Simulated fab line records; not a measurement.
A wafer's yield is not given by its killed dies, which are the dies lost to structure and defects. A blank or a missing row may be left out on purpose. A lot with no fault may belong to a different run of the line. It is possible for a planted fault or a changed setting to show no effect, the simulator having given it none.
One fault through the eyes of 2 desks	flow n5 finfet	only its own numbers are on each desk; what lay behind them is given at the end

AT THE TOOL OWNER'S DESK: pvd sputter-02
The tool's own readings at N5_BEOL_M8_SPUTTER_48 (material Cu, target thk 10 nm, time 1.667 s): means of the sampled wafers that have a number, for each lot that ran on this tool. The brackets show how far a lot's mean lies from the usual mean; more than 4 standard deviations puts the lot out of limits, marked OUT.
Columns: A = bias v at N5_BEOL_M8_SPUTTER_48, usual 59.9 V; B = cathode dc power W at N5_BEOL_M8_SPUTTER_48, usual 26000 W; C = chamber pressure pa at N5_BEOL_M8_SPUTTER_48, usual 0.12999 Pa; D = throttle valve pct at N5_BEOL_M8_SPUTTER_48, usual 30.4 %
lot	first seen here	A	B	C	D
L277	day 9 02:03	60.6	26001	0.13003	30.6
L278	day 9 20:27	59.6	25998	0.12994	30.3
L282	day 10 02:56	59.9	25997	0.13014	30.2
L284	day 10 17:59	59.4	25999	0.12997	30.4
L294	day 13 14:14	59.6	25530 (-99 or more) OUT	0.13008	30.6
L292	day 13 16:19	59.9	25532 (-99 or more) OUT	0.13016	30.3
Finding of this desk: L292, L294 out of limits; the first was L294 at day 13 14:14, on cathode dc power W at N5_BEOL_M8_SPUTTER_48. In limits: L277, L278, L282, L284.

AT THE METROLOGY DESK
Lot by lot, what the gauges showed, no matter which tool ran the lot: averages of those sampled wafers that carry a number. The brackets show how far a lot's mean lies from the usual mean; more than 4 standard deviations puts the lot out of limits, marked OUT.
Columns: A = M8_RS at N5_BEOL_M8_RS_MEAS_57, usual 0.287 ohm/sq
lot	first seen here	A
L277	day 9 03:21	0.290
L278	day 9 21:27	0.285
L282	day 10 03:57	0.294
L284	day 10 19:20	0.283
L294	day 13 15:23	0.293
L292	day 13 17:22	0.289
L297	day 14 14:01	0.287
L298	day 14 21:23	0.270
L299	day 15 01:26	0.268
L300	day 15 04:59	0.281
Result from this desk: across the 10 lots, nothing is out of limits.

BROUGHT TOGETHER
At day 13 14:14, on L292, L294, the tool owner's desk was in a position to raise an alarm.
Metrology desk: nothing out of limits seen.
The metrology desk has L292, L294 on record, within its limits.
N5_BEOL_M8_SPUTTER_48 was run on pvd sputter-02 by each of the lots named.

WHAT HAD BEEN PUT IN BY THE SIMULATOR
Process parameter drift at N5_BEOL_M8_SPUTTER_48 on pvd sputter-02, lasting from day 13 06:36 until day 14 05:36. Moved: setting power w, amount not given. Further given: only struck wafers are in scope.
Lots struck among those shown: L292, L294.
How many hours passed from the start of the fault until each desk's first out-of-limits reading: the tool owner's desk, 8.
